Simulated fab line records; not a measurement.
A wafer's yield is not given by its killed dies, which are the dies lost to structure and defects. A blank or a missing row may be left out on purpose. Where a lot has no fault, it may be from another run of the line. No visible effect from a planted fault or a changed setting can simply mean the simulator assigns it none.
Matching of chambers / flow nand_harc / 4 sister chambers for NHARC_P_BONDPAD_ETCH_37 on rie_diel-05
The step etches the open film in N2/H2, target depth 60 nm, overetch 18 nm, time 65.91 s. 8 wafers are shown with their chamber, then 12 later ones without.

WAFERS PAIRED WITH THEIR CHAMBERS
wafer=L088.6; chamber=1; drypump_motor_current_A (A)=6.0; rf_vpp_V (V)=426.1
wafer=L090.2; chamber=3; drypump_motor_current_A (A)=6.4; rf_vpp_V (V)=432.8
wafer=L093.2; chamber=2; drypump_motor_current_A (A)=6.2; rf_vpp_V (V)=430.6
wafer=L093.3; chamber=0; drypump_motor_current_A (A)=5.8; rf_vpp_V (V)=428.7
wafer=L093.6; chamber=3; drypump_motor_current_A (A)=6.4; rf_vpp_V (V)=433.7
wafer=L094.1; chamber=2; drypump_motor_current_A (A)=6.2; rf_vpp_V (V)=430.7
wafer=L094.3; chamber=0; drypump_motor_current_A (A)=5.8; rf_vpp_V (V)=430.1
wafer=L094.5; chamber=1; drypump_motor_current_A (A)=5.9; rf_vpp_V (V)=425.9

WAFERS WITH NO CHAMBER GIVEN
wafer=L091.4; drypump_motor_current_A (A)=5.8; rf_vpp_V (V)=428.6
wafer=L091.5; drypump_motor_current_A (A)=6.4; rf_vpp_V (V)=432.8
wafer=L091.6; drypump_motor_current_A (A)=6.2; rf_vpp_V (V)=432.0
wafer=L092.1; drypump_motor_current_A (A)=5.9; rf_vpp_V (V)=426.9
wafer=L092.2; drypump_motor_current_A (A)=5.8; rf_vpp_V (V)=428.6
wafer=L092.6; drypump_motor_current_A (A)=5.8; rf_vpp_V (V)=429.6
wafer=L095.2; drypump_motor_current_A (A)=6.2; rf_vpp_V (V)=430.9
wafer=L095.3; drypump_motor_current_A (A)=5.9; rf_vpp_V (V)=426.4
wafer=L095.4; drypump_motor_current_A (A)=5.9; rf_vpp_V (V)=426.4
wafer=L097.2; drypump_motor_current_A (A)=5.9; rf_vpp_V (V)=426.4
wafer=L097.3; drypump_motor_current_A (A)=6.2; rf_vpp_V (V)=430.7
wafer=L097.6; drypump_motor_current_A (A)=6.2; rf_vpp_V (V)=432.3

THE CHAMBER EACH PASSED THROUGH
wafer=L091.4; from the rows above=0; in truth=0
wafer=L091.5; from the rows above=3; in truth=3
wafer=L091.6; from the rows above=2; in truth=2
wafer=L092.1; from the rows above=1; in truth=1
wafer=L092.2; from the rows above=0; in truth=0
wafer=L092.6; from the rows above=0; in truth=0
wafer=L095.2; from the rows above=2; in truth=2
wafer=L095.3; from the rows above=1; in truth=1
wafer=L095.4; from the rows above=1; in truth=1
wafer=L097.2; from the rows above=1; in truth=1
wafer=L097.3; from the rows above=2; in truth=2
wafer=L097.6; from the rows above=2; in truth=2
12 of 12 placed correctly. Left unplaced by these rows: 0. Number placed wrongly: 0.
How it was worked out, from the rows above alone: a wafer's distance from a chamber is the root of the sum, over the readings, of the square of ((its reading less the chamber's mean) divided by the reading's scatter). If the next closest chamber is less than 2 further off than the closest, the wafer can't be placed; otherwise it belongs to the closest. For every chamber, the mean is computed from those of its wafers that are shown. How the scatter is found: for the shown wafers, subtract from each reading the mean of its chamber, square and add these, divide the total by (wafers less chambers), then take the root.
